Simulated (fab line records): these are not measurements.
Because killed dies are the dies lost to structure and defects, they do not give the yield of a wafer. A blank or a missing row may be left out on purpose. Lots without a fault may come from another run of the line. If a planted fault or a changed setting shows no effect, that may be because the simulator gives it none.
Lot-split experiment | flow n5 finfet | 7 lots, 21 wafers read, on a route of 1938 steps

== ON THE SPLIT ==
At N5_BEOL_M0_SAQP_COAT_08 (resist thk 90 nm), the setting spin rpm was moved away from the recipe's 1500 rpm on 11 of the 21 wafers read, by -11.2% to +10.5%. For the rest of the wafers, this setting stayed at what the recipe calls for.

== FROM THE SPLIT TO THE READING: what the file shows between them, 4 steps ==
- N5_BEOL_M0_SAQP_EBR_10
- N5_BEOL_M0_SAQP_SOFTBAKE_09: time 60 s
- N5_BEOL_M0_SAQP_EXPOSE_11: exposes mask M0 CORE, target cd 42 nm
- N5_BEOL_M0_SAQP_PEB_12: peb time 60 s

== THE READING ==
CAR-ArF_of_BEOL_M0_SAQP_COAT_08.thk nm (the simulator's own value, which no gauge read), in nm, at N5_BEOL_M0_SAQP_DEVELOP_13 (develop time 30 s). The file gives no usual value for it. Here, 10 wafers ran the recipe; their average is 88.4 nm with a standard deviation of 0.17 nm.

wafer  | tool, chamber at the split | spin rpm as run, rpm | against the recipe | CAR-ArF_of_BEOL_M0_SAQP_COAT_08.thk nm, nm | against lot-mates on the recipe
L080.1 | litho track-01, 0          | 1500                 | recipe             | 88.6                                       | -
L080.2 | litho track-01, 0          | 1500                 | recipe             | 88.4                                       | -
L080.5 | litho track-01, 0          | 1500                 | recipe             | 88.4                                       | -
L081.3 | litho track-05, 0          | 1338                 | -10.8%             | 93.6                                       | +5.4
L081.4 | litho track-05, 0          | 1338                 | -10.8%             | 93.6                                       | +5.4
L081.6 | litho track-05, 0          | 1500                 | recipe             | 88.2                                       | -
L084.1 | litho track-01, 0          | 1386                 | -7.6%              | 92.2                                       | +3.6
L084.4 | litho track-01, 0          | 1500                 | recipe             | 88.4                                       | -
L084.5 | litho track-01, 0          | 1500                 | recipe             | 88.8                                       | -
L088.1 | litho track-05, 0          | 1385                 | -7.7%              | 91.4                                       | +3.1
L088.2 | litho track-05, 0          | 1500                 | recipe             | 88.4                                       | -
L088.3 | litho track-05, 0          | 1500                 | recipe             | 88.2                                       | -
L091.1 | litho track-05, 0          | 1657                 | +10.5%             | 84                                         | -4.6
L091.5 | litho track-05, 0          | 1657                 | +10.5%             | 84.2                                       | -4.4
L091.6 | litho track-05, 0          | 1500                 | recipe             | 88.6                                       | -
L093.1 | litho track-01, 0          | 1381                 | -7.9%              | 92                                         | no lot-mate on the recipe
L093.2 | litho track-01, 0          | 1381                 | -7.9%              | 92.2                                       | no lot-mate on the recipe
L093.5 | litho track-01, 0          | 1381                 | -7.9%              | 92.2                                       | no lot-mate on the recipe
L095.3 | litho track-05, 0          | 1332                 | -11.2%             | 93.8                                       | +5.4
L095.4 | litho track-05, 0          | 1500                 | recipe             | 88.4                                       | -
L095.6 | litho track-05, 0          | 1332                 | -11.2%             | 94                                         | +5.6

FIT RESULTS
A straight line over all 21 wafers: CAR-ArF_of_BEOL_M0_SAQP_COAT_08.thk nm changes by -0.453 nm for each +1% of spin rpm; r = -1.00; the points scatter about the line by 0.26 nm.
The same after taking each lot's own level away (the mean of its wafers on the recipe; 18 wafers): -0.466 nm for each +1%; r = -1.00; scatter 0.24 nm.
The reading moves by 5.2 nm for the largest change in spin rpm, on that fit.
Measured against the standard deviation above, the lots' own levels, which go from 88.20 to 88.60 nm, span 2.3 times it.
The two slopes are in agreement: the lot-to-lot level therefore moves the slope only a little.
Check: +5.29 nm against its lot-mates is what the line predicts for one of the wafers moved furthest among these (-11.2%) when that wafer is left out of the fit. It came out at +5.4 nm against them.

== OTHER SPLITS ON THESE WAFERS ==
Note: prior to the reading, these wafers also went through further splits. Each is held against what the fit with the lots' levels taken away leaves over:
other split on the same wafers          | wafers away from the commonest value | r with CAR-ArF_of_BEOL_M0_SAQP_COAT_08.thk nm (lot level and that fit taken away)
N5_SD_EPI_N_EPI_21 epi growth time s    | 7                                    | +0.19
N5_ILD0_CMP_03 down force psi           | 8                                    | -0.51
N5_HKMG_FIN_PEB_10 peb time s           | 8                                    | -0.20
N5_GATE_CUT_ETCH_58 bias w              | 7                                    | +0.31
N5_GATE_CUT_COAT_27 spin rpm            | 9                                    | +0.04
N5_MOL_CONTACT_COAG_SPUTTER_130 power w | 7                                    | +0.11
N5_MOL_CONTACT_COAG_DESCUM_45 time s    | 7                                    | +0.36
N5_MOL_CONTACT_COAG_ALD_133 ald cycles  | 8                                    | +0.29

== THE WHOLE CHAIN: every reading that the file lists as answering this split, in the file's order ==
step                       | what it does      | reading                                                                                 | change (the file's fit)               | r (the file's)
N5_BEOL_M0_SAQP_COAT_08    | resist thk 90 nm  | CAR-ArF_of_BEOL_M0_SAQP_COAT_08.thk nm (the simulator's own value, which no gauge read) | -0.464 nm for each +1% of the setting | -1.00
N5_BEOL_M0_SAQP_DEVELOP_13 | develop time 30 s | CAR-ArF_of_BEOL_M0_SAQP_COAT_08.thk nm (the simulator's own value, which no gauge read) | -0.466 nm for each +1% of the setting | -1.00

== THE FILE'S OWN FIT ==
CAR-ArF_of_BEOL_M0_SAQP_COAT_08.thk nm changes by -0.466 nm for each +1% of spin rpm, r = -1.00.
